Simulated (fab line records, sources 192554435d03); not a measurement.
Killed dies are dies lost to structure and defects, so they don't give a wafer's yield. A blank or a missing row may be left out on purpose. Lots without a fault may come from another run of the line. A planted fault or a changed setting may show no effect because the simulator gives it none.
Chamber matching | flow n5_finfet | N5_BEOL_M5_ETCH_75 on rie_diel-04: 4 sister chambers
The step etches underlayer in N2/H2, target depth 6.5 nm, time 5.2 s. 4 wafers are shown with their chamber, then 10 later ones without.

WAFERS WITH THEIR CHAMBER
wafer  | chamber | throttle_valve_pct (%)
L081.6 | 1       | 17.9
L082.4 | 3       | 18.2
L088.4 | 0       | 18.3
L088.5 | 2       | 17.2

WAFERS WITHOUT THEIR CHAMBER
wafer  | throttle_valve_pct (%)
L088.6 | 18.0
L086.2 | 18.2
L086.4 | 18.3
L086.5 | 18.2
L095.2 | 18.3
L095.3 | 17.2
L095.5 | 18.3
L096.2 | 18.0
L096.5 | 18.0
L096.6 | 18.3

WHICH CHAMBER EACH WENT THROUGH
wafer  | from the rows above     | in truth
L088.6 | can't be placed: 1 or 3 | 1
L086.2 | can't be placed: 3 or 0 | 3
L086.4 | can't be placed: 0 or 3 | 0
L086.5 | can't be placed: 3 or 0 | 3
L095.2 | can't be placed: 0 or 3 | 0
L095.3 | 2                       | 2
L095.5 | can't be placed: 0 or 3 | 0
L096.2 | can't be placed: 1 or 3 | 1
L096.5 | can't be placed: 1 or 3 | 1
L096.6 | can't be placed: 0 or 3 | 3
Placed correctly: 1 of 10. Can't be placed from these rows: 9 (the true chamber is among the candidates in 9). Placed wrongly: 0.
How it was worked out, from the rows above alone: a wafer's distance from a chamber is the root of the sum, over the readings, of the square of ((its reading less the chamber's mean) divided by the reading's scatter). The wafer belongs to the nearest chamber; if the next one is less than 2 further off, it can't be placed. A chamber's mean is the mean of its shown wafers. The scatter: with one shown wafer a chamber, the root of the mean of the squares of how far each hidden wafer lies from its nearest shown one.
